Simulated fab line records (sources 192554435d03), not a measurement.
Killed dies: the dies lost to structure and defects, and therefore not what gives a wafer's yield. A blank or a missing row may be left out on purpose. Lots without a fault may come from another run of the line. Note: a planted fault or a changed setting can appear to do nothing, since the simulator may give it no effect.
Split-lot experiment :: flow n5Finfet :: route with 1938 steps; 7 lots, 21 wafers read

ABOUT THE SPLIT
At N5_BEOL_M2_TRENCH_ETCH_37 (etches SiOC in C4F6/O2, target depth 55.555 nm, time 29.2 s), the setting timeS was moved away from the recipe's 29.2 s on 8 of the 21 wafers read, by -10.8% to +17.6%. The other wafers ran this setting at the recipe's value.

FROM THE SPLIT TO THE READING: what the file shows between them, 13 steps
- N5_BEOL_M2_ETCH_41: etches SiCN in CH3F/O2, target depth 29.9 nm, time 52.5 s
- N5_BEOL_M2_STRIP_97: strips in N2/H2, time 10 s
- N5_BEOL_M2_OCD_MEAS_38
- N5_BEOL_M2_HM_STRIP_39: strips TiN in peroxide tin strip, target depth 25 nm, time 158 s
- N5_BEOL_M2_SRD_40: time 30 s
- N5_BEOL_M2_ECD_50: material Cu, target thk 300 nm
- N5_BEOL_M2_ANNEAL_51: time 90 s
- N5_BEOL_M2_CMP_52: polishes, stops on SiOC, t overpolish 6.8 s, target thk 40 nm
- N5_BEOL_M2_THK_MEAS_53: measures by xrf
- N5_BEOL_M2_PRE_CLEAN_60: time 15 s
- N5_BEOL_M2_CO_CAP_55: material Co, precursor CCTBA/H2, target thk 2 nm, time 102.1 s
- N5_BEOL_M2_PRE_CLEAN_56: time 15 s
- N5_BEOL_M2_DEP_57: deposits SiCN from 3MS/NH3, target thk 8 nm, time 14 s

THE READING
M2_RS, in ohm/sq, at N5_BEOL_M2_RS_MEAS_58 (measures by four-point-probe). A value of 0.67 ohm/sq with a standard deviation of 0.032 ohm/sq is what fault-free wafers of this fab line usually give.

wafer: L080.2
tool, chamber at the split: rieDiel-06, 1
timeS as run, s: 29.2
against the recipe: recipe
M2_RS, ohm/sq: 0.65
against lot-mates on the recipe: -

wafer: L080.4
tool, chamber at the split: rieDiel-06, 3
timeS as run, s: 34.33
against the recipe: +17.6%
M2_RS, ohm/sq: 0.54
against lot-mates on the recipe: -0.11

wafer: L080.6
tool, chamber at the split: rieDiel-06, 1
timeS as run, s: 34.33
against the recipe: +17.6%
M2_RS, ohm/sq: 0.51
against lot-mates on the recipe: -0.14

wafer: L082.1
tool, chamber at the split: rieDiel-06, 1
timeS as run, s: 33.88
against the recipe: +16.0%
M2_RS, ohm/sq: 0.51
against lot-mates on the recipe: -0.17

wafer: L082.2
tool, chamber at the split: rieDiel-06, 0
timeS as run, s: 29.2
against the recipe: recipe
M2_RS, ohm/sq: 0.68
against lot-mates on the recipe: -

wafer: L082.3
tool, chamber at the split: rieDiel-06, 3
timeS as run, s: 33.88
against the recipe: +16.0%
M2_RS, ohm/sq: 0.54
against lot-mates on the recipe: -0.14

wafer: L083.1
tool, chamber at the split: rieDiel-03, 1
timeS as run, s: 29.2
against the recipe: recipe
M2_RS, ohm/sq: 0.63
against lot-mates on the recipe: -

wafer: L083.2
tool, chamber at the split: rieDiel-03, 3
timeS as run, s: 29.2
against the recipe: recipe
M2_RS, ohm/sq: 0.66
against lot-mates on the recipe: -

wafer: L083.5
tool, chamber at the split: rieDiel-03, 0
timeS as run, s: 29.2
against the recipe: recipe
M2_RS, ohm/sq: 0.63
against lot-mates on the recipe: -

wafer: L086.1
tool, chamber at the split: rieDiel-03, 0
timeS as run, s: 29.2
against the recipe: recipe
M2_RS, ohm/sq: 0.70
against lot-mates on the recipe: -

wafer: L086.3
tool, chamber at the split: rieDiel-03, 1
timeS as run, s: 26.67
against the recipe: -8.7%
M2_RS, ohm/sq: 0.83
against lot-mates on the recipe: +0.13

wafer: L086.6
tool, chamber at the split: rieDiel-03, 2
timeS as run, s: 26.67
against the recipe: -8.7%
M2_RS, ohm/sq: 0.78
against lot-mates on the recipe: +0.08

wafer: L090.2
tool, chamber at the split: rieDiel-03, 0
timeS as run, s: 26.05
against the recipe: -10.8%
M2_RS, ohm/sq: 0.78
against lot-mates on the recipe: +0.12

wafer: L090.4
tool, chamber at the split: rieDiel-03, 2
timeS as run, s: 26.05
against the recipe: -10.8%
M2_RS, ohm/sq: 0.78
against lot-mates on the recipe: +0.12

wafer: L090.6
tool, chamber at the split: rieDiel-03, 3
timeS as run, s: 29.2
against the recipe: recipe
M2_RS, ohm/sq: 0.66
against lot-mates on the recipe: -

wafer: L091.2
tool, chamber at the split: rieDiel-05, 1
timeS as run, s: 29.2
against the recipe: recipe
M2_RS, ohm/sq: 0.68
against lot-mates on the recipe: -

wafer: L091.4
tool, chamber at the split: rieDiel-05, 0
timeS as run, s: 29.2
against the recipe: recipe
M2_RS, ohm/sq: 0.69
against lot-mates on the recipe: -

wafer: L091.6
tool, chamber at the split: rieDiel-05, 0
timeS as run, s: 29.2
against the recipe: recipe
M2_RS, ohm/sq: 0.65
against lot-mates on the recipe: -

wafer: L094.3
tool, chamber at the split: rieDiel-06, 0
timeS as run, s: 29.2
against the recipe: recipe
M2_RS, ohm/sq: 0.75
against lot-mates on the recipe: -

wafer: L094.5
tool, chamber at the split: rieDiel-06, 3
timeS as run, s: 29.2
against the recipe: recipe
M2_RS, ohm/sq: 0.64
against lot-mates on the recipe: -

wafer: L094.6
tool, chamber at the split: rieDiel-06, 2
timeS as run, s: 29.2
against the recipe: recipe
M2_RS, ohm/sq: 0.69
against lot-mates on the recipe: -

THE FIT
A straight line over all 21 wafers: M2_RS changes by -0.00971 ohm/sq for each +1% of timeS; r = -0.93; the points scatter about the line by 0.033 ohm/sq.
The same after taking each lot's own level away (the mean of its wafers on the recipe; 21 wafers): -0.00923 ohm/sq for each +1%; r = -0.95; scatter 0.027 ohm/sq.
The reading moves by 0.16 ohm/sq for the largest change in timeS, on that fit.
Measured against the standard deviation above, the lots' own levels, which go from 0.640 to 0.700 ohm/sq, span 1.9 times it.
The two slopes agree, so the slope changes little with the lot-to-lot level.
Check: for one of the wafers moved furthest among these (+17.6%), held out of the fit, the line's prediction against its lot-mates is -0.168 ohm/sq. It came out at -0.11 ohm/sq against them.

THE WHOLE CHAIN: every reading that the file lists as answering this split, in the file's order
step: N5_BEOL_M2_TRENCH_ETCH_37
what it does: etches SiOC in C4F6/O2, target depth 55.555 nm, time 29.2 s
reading: BEOL_M2.featureDepthNm (the simulator's own value, which no gauge read)
change (the file's fit): +0.57 nm for each +1% of the setting
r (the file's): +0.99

step: N5_BEOL_M2_TRENCH_ETCH_37
what it does: etches SiOC in C4F6/O2, target depth 55.555 nm, time 29.2 s
reading: etch.depthNm (the simulator's own value, which no gauge read)
change (the file's fit): +0.569 nm for each +1% of the setting
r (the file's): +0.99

step: N5_BEOL_M2_OCD_MEAS_38
what it does: 
reading: trenchDepthNm
change (the file's fit): +0.558 nm for each +1% of the setting
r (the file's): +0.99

step: N5_BEOL_M2_CMP_52
what it does: polishes, stops on SiOC, t overpolish 6.8 s, target thk 40 nm
reading: Cu_of_BEOL_M2_ECD_50.thkNm (the simulator's own value, which no gauge read)
change (the file's fit): +0.488 nm for each +1% of the setting
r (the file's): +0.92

step: N5_BEOL_M2_THK_MEAS_53
what it does: measures by xrf
reading: M2_THK
change (the file's fit): +0.483 for each +1% of the setting
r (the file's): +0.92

step: N5_BEOL_M2_RS_MEAS_58
what it does: measures by four-point-probe
reading: M2_RS
change (the file's fit): -0.00925 for each +1% of the setting
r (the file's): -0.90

FILE'S OWN FIT
M2_RS changes by -0.00925 ohm/sq for each +1% of timeS, r = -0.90.
